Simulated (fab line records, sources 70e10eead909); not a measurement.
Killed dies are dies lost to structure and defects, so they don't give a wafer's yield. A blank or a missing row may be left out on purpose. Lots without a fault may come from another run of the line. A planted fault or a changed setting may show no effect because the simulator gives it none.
One fault seen from 3 desks | flow nand_harc | each desk has only its own numbers; what lay behind them comes last

THE METROLOGY DESK
What the gauges read, lot by lot, whatever tool the lot ran on: means of the sampled wafers that have a number. A lot is out of limits, marked OUT, if its mean lies more than 4 standard deviations from the usual mean; the brackets give that distance.
Columns: A = cd_nm at NHARC_A_M1_CD_MEAS_09, usual 120.2 nm; B = overlay_x_nm at NHARC_A_M1_OVL_MEAS_10, usual 0.1 nm; C = overlay_y_nm at NHARC_A_M1_OVL_MEAS_10, usual 0.2 nm; D = cd_nm at NHARC_A_M1_CD_MEAS_16, usual 120.3 nm; E = thk_nm at NHARC_A_M1_THK_MEAS_24, usual 154.0 nm; F = thk_nm at NHARC_A_BONDPAD_THK_MEAS_30, usual 199.5 nm
lot  | first seen here | A     | B    | C    | D     | E     | F
L997 | day 24 05:02    | 119.9 | 1.0  | -0.2 | 119.6 | 154.4 | 199.8
L106 | day 27 19:38    | 119.7 | -1.0 | 1.2  | 119.7 | 154.9 | 198.8
L108 | day 28 10:59    | 119.9 | 1.6  | -0.1 | 119.5 | 154.1 | 196.2
L111 | day 30 06:37    | 120.6 | -0.3 | -1.7 | 121.0 | 153.2 | 197.8
L116 | day 31 23:01    | 120.6 | -0.2 | 0.6  | 120.5 | 152.7 | 199.5
This desk's finding: nothing out of limits on any of the 5 lots.

THE TOOL OWNER'S DESK: rie_diel-08
The tool's own readings at NHARC_A_M1_ETCH_15 (etches the open film in C4F8/Ar, target depth 182.5 nm, time 91.2 s): means of the sampled wafers that have a number, for each lot that ran on this tool. A lot is out of limits, marked OUT, if its mean lies more than 4 standard deviations from the usual mean; the brackets give that distance.
Columns: A = chamber_pressure_mTorr at NHARC_A_M1_ETCH_15, usual 25.001 mTorr; B = oes_product_au at NHARC_A_M1_ETCH_15, usual 0.953 a.u.; C = rf_vpp_V at NHARC_A_M1_ETCH_15, usual 439.9 V
lot  | first seen here | A      | B     | C
L997 | day 24 05:27    | 25.000 | 0.957 | 440.7
L111 | day 30 06:59    | 25.004 | 0.919 | 441.2
This desk's finding: nothing out of limits on any of the 2 lots.

THE DEFECT DESK
What the inspections along the route counted, lot by lot: means of the sampled wafers that have a number. A lot is out of limits, marked OUT, if its mean lies more than 4 standard deviations from the usual mean; the brackets give that distance.
Columns: A = raw_defect_count at NHARC_A_M1_INSPECT_11, usual 83
lot  | first seen here | A
L997 | day 24 05:10    | 66
L106 | day 27 19:46    | 74
L108 | day 28 11:07    | 124
L111 | day 30 06:44    | 170
L116 | day 31 23:08    | 62
This desk's finding: nothing out of limits on any of the 5 lots.

PUT TOGETHER
The metrology desk saw nothing out of limits.
The tool owner's desk saw nothing out of limits.
The defect desk saw nothing out of limits.

WHAT THE SIMULATOR HAD PUT IN
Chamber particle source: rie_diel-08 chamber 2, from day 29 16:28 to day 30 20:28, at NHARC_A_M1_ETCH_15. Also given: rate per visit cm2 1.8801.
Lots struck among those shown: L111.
